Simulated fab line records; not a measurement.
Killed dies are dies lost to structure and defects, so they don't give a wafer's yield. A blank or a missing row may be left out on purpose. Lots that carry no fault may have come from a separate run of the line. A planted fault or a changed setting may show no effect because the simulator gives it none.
Which tool was responsible?    flow nand harc    Sampling: 24 lots, 72 wafers, 2 of 1159 route steps

## WHAT EACH GAUGE READ, for each wafer
NHARC_A_M0_OVL_MEAS_10: pitch 160 nm. Usual: overlay x nm 0.0 nm, standard deviation 0.63; overlay y nm -0.1 nm, standard deviation 0.71.
lot   measured      on          overlay x nm (nm)  overlay y nm (nm)  flag
L075  day 17 17:58  overlay-02  -0.5 -0.1 -0.3     0.3 -0.3 0.1       
L074  day 17 18:49  overlay-02  0.8 0.5 0.9        -0.1 -0.2 -0.3     
L076  day 17 21:43  overlay-01  -0.3 0.3 -0.1      -0.3 -0.3 -0.6     
L077  day 17 21:48  overlay-02  -0.8 -0.1 0.1      -0.6 -0.2 0.1      
L078  day 18 23:47  overlay-01  0.0 0.2 0.0        1.1 1.2 1.3        
L079  day 19 00:13  overlay-02  0.2 0.1 0.0        -0.1 -0.1 0.2      
L080  day 19 00:54  overlay-02  0.0 -0.7 -0.4      0.2 -0.3 0.0       
L082  day 19 11:32  overlay-02  0.2 0.7 1.4        0.0 -0.1 0.3       
L083  day 19 17:01  overlay-02  0.9 0.8 0.9        -1.5 -1.2 -1.5     
L081  day 19 17:18  overlay-01  0.2 -0.7 -0.4      0.6 1.2 0.5        
L086  day 20 02:38  overlay-02  -0.1 -0.1 0.1      0.0 -0.6 -0.4      
L084  day 20 10:59  overlay-02  2.4 1.5 1.3        -0.5 -0.1 -0.5     
L085  day 20 17:04  overlay-01  -0.9 -0.9 -0.3     -0.4 -0.2 0.8      
L087  day 20 18:34  overlay-01  -0.5 -0.1 0.1      0.3 0.5 0.1        
L089  day 21 03:26  overlay-02  -0.7 -0.3 -0.5     1.2 1.1 0.8        
L088  day 21 10:39  overlay-01  -1.2 -0.9 -0.9     0.9 1.0 0.7        
L090  day 22 02:31  overlay-01  0.3 0.8 0.1        -0.2 -0.1 0.0      
L093  day 22 02:40  overlay-02  -0.2 -0.2 -0.3     -1.5 -0.5 -0.9     
L091  day 22 06:46  overlay-02  -0.4 -0.4 -0.6     -0.2 -0.5 -0.5     
L094  day 22 17:49  overlay-01  0.1 0.1 0.0        -0.8 -0.6 -0.3     
L092  day 22 18:16  overlay-01  0.3 0.5 0.3        -0.2 -0.8 -0.9     
L095  day 22 21:03  overlay-02  0.0 0.3 0.1        0.3 0.6 0.5        
L096  day 23 09:19  overlay-01  -0.3 -0.8 -0.1     -1.3 -1.2 -0.8     
L097  day 23 13:42  overlay-02  0.5 0.7 0.8        -0.7 -1.0 -0.4     

## WHAT TOOL EACH LOT RAN ON (gives the tool, then ch and the chambers of the sampled wafers, and finally the start)
lot   NHARC_A_BLC_ALD_23
L075  ald metal-04 ch 0,1, day 17 12:48
L074  ald metal-01 ch 0,1, day 17 13:44
L076  ald metal-03 ch 0,2, day 17 18:23
L077  ald metal-01 ch 0,1,3, day 17 19:04
L078  ald metal-01 ch 0,1,2, day 18 20:37
L079  ald metal-03 ch 2,3, day 18 21:26
L080  ald metal-04 ch 0,1,2, day 18 22:22
L082  ald metal-04 ch 0,2, day 19 07:11
L083  ald metal-04 ch 1,2, day 19 09:28
L081  ald metal-01 ch 0,2, day 19 13:53
L086  ald metal-03 ch 0,2,3, day 20 00:33
L084  ald metal-03 ch 0,3, day 20 04:58
L085  ald metal-01 ch 1,2,3, day 20 13:13
L087  ald metal-04 ch 1,2,3, day 20 14:58
L089  ald metal-01 ch 2,3, day 20 20:04
L088  ald metal-04 ch 0,1,2, day 20 21:36
L090  ald metal-04 ch 0,1,3, day 21 22:32
L093  ald metal-01 ch 0,1,3, day 21 23:14
L091  ald metal-01 ch 0,1,3, day 22 03:43
L094  ald metal-03 ch 1,2, day 22 15:40
L092  ald metal-04 ch 1,3, day 22 16:08
L095  ald metal-01 ch 0,1, day 22 18:18
L096  ald metal-04 ch 0,1,2, day 22 23:17
L097  ald metal-04 ch 0,1,3, day 23 11:34
- NHARC_A_BLC_ALD_23: deposits TiN, target thk 3 nm, pulse time 1 s, ald cycles 150.

## AS READ BY THE TOOLS THEMSELVES (means over the sampled wafers that have a number; for cases with no such wafer, the mark the record gives instead)
NHARC_A_BLC_ALD_23. Usual: heater power w 1119 W, standard deviation 130; precursor pulse height rel 0.999, standard deviation 0.021.
lot   tool          heater power w (W)  precursor pulse height rel  flag
L075  ald metal-04  1276                0.993                       
L074  ald metal-01  1106                1.007                       
L076  ald metal-03  1087                0.994                       
L077  ald metal-01  1064                0.977                       
L078  ald metal-01  1187                0.991                       
L079  ald metal-03  1067                0.992                       
L080  ald metal-04  1121                0.999                       
L082  ald metal-04  1305                0.982                       
L083  ald metal-04  995                 1.001                       
L081  ald metal-01  1175                0.990                       
L086  ald metal-03  1065                1.000                       
L084  ald metal-03  1083                0.998                       
L085  ald metal-01  1109                1.006                       
L087  ald metal-04  1050                0.988                       
L089  ald metal-01  1168                0.967                       
L088  ald metal-04  1136                1.016                       
L090  ald metal-04  1165                1.005                       
L093  ald metal-01  1059                0.990                       
L091  ald metal-01  1058                0.994                       
L094  ald metal-03  1116                1.006                       
L092  ald metal-04  1134                1.007                       
L095  ald metal-01  1079                0.995                       
L096  ald metal-04  1128                0.997                       
L097  ald metal-04  1217                0.999                       

## THE ANSWER, worked out from the rows above alone
Rule: take the mean of a lot's wafers that have a number; if it is more than 3 standard deviations from the usual mean, the lot is off. A lot without any number at a reading at which 4 lots or more have one is off too. All remaining lots with rows at the step are treated as sound. After the gauges, taken in route order, come the tools' own readings; for these a lot's mean is taken, as printed above. At the first step where some lot is off, the reading lying furthest off is the one used; lots without a number count as furthest.
Nothing can be told from this: no lot is off at any reading shown.

## WHAT THE SIMULATOR PUT IN
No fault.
